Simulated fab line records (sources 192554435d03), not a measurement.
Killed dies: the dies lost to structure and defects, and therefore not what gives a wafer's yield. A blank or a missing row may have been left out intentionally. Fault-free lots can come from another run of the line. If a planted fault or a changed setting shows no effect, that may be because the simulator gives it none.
8D (eight disciplines) problem report, filled in by code ; flow n5-finfet ; the parts of the form that need people (team, actions taken, sign-off) are left out

1. THE ISSUE
Wafers with no fault read 30.002 mTorr with a standard deviation of 0.027, whereas chamber-pressure-mTorr at N5_BEOL_M15_STRIP_64 reads a mean of 39.022 mTorr on 1 wafer of 1 lot. That is +99 or more standard deviations from the usual mean.
The step: strips in O2.
First seen on wafer L834.3, day 14 13:00, on rie-diel-04. The record has a number at this step for 30 wafers belonging to 10 lots. By rule, "out" or "out of limits" means more than 4 standard deviations away from the usual mean. The rest of the wafers with a number are treated as sound.

2. WHAT THIS IS AND IS NOT
question;is;is not
which readings at this step;chamber-pressure-mTorr;drypump-motor-current-A, oes-product-au, rf-vpp-V, showerhead-plenum-p-Torr, temp-c, throttle-valve-pct
which lots;L834;L826, L828, L830, L831, L838, L843, L844, L845, L846
which wafers of those lots;L834.3;L834.2, L834.6
read on which tools;rie-diel-04;rie-diel-02, rie-diel-06
when;from day 14 13:00;"up to then (14 sound wafers); but 15 sound wafers of L838, L843, L844, L845, L846 came after"

3. THE SUSPECTS, EACH WITH WHAT RULES IT OUT
Counting: if a tool at a process step up to the reading ran every lot that is out, it stays a suspect. Sound lots after the first of them don't rule it out here, since some wafers of a struck lot are sound.
- cmp-03 at N5_BEOL_M14_CMP_49 (polishes, stops on SiO2, t overpolish 5.2 s, target thk 560 nm): kept. The lot that is out, L834, ran on it at day 14 11:43; the last sound lot it ran before that was L828, at day 13 09:13.
- rie-diel-04 at N5_BEOL_M15_STRIP_64 (strips in O2): kept. The lot that is out, L834, ran on it at day 14 13:00; the last sound lot it ran before that was L826, at day 12 13:00. Its own chamber-pressure-mTorr readings are out on those wafers.
- The sound lot-mates ran in chamber 0 of cmp-03 at N5_BEOL_M14_CMP_49, but the wafers that are out ran in chamber 3.
- The sound lot-mates ran in chamber 3 of rie-diel-04 at N5_BEOL_M15_STRIP_64, but the wafers that are out ran in chamber 2.
The count leaves rie-diel-04 at N5_BEOL_M15_STRIP_64 and cmp-03 at N5_BEOL_M14_CMP_49.

4. THE CAUSE (what the simulator had put in)
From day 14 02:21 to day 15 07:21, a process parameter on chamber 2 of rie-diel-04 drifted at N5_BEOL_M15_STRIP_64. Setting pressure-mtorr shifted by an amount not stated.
Of the 2 suspects that counting leaves, this tool is one.

5. THE EFFECT CHAIN, in route order
Each row: a reading where the mean over the struck wafers with a number is more than 3 standard deviations away from the usual. Only readings whose record carries a usual standard deviation are examined. hours: median over the lots of the time between each lot's start at the first step of this table that gives one and its start at this step. sigmas: the change, counted in usual standard deviations.
hours;step;reading;usual;on struck wafers;change;sigmas
0;N5_BEOL_M15_STRIP_64;chamber-pressure-mTorr;30.002 mTorr;39.022;+9.020;+99 or more
Its process steps:
- N5_BEOL_M15_STRIP_64: strips in O2.
Later measuring or inspecting steps at which every struck wafer that the step has a row for has a number for every such reading, and none has moved that far: N5_BEOL_M15_CD_MEAS_17.

6. HOW IT WOULD HAVE BEEN CAUGHT EARLIER
In this record the first reading out of limits was taken at day 14 13:00, 11 hours after the fault began at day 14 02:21.
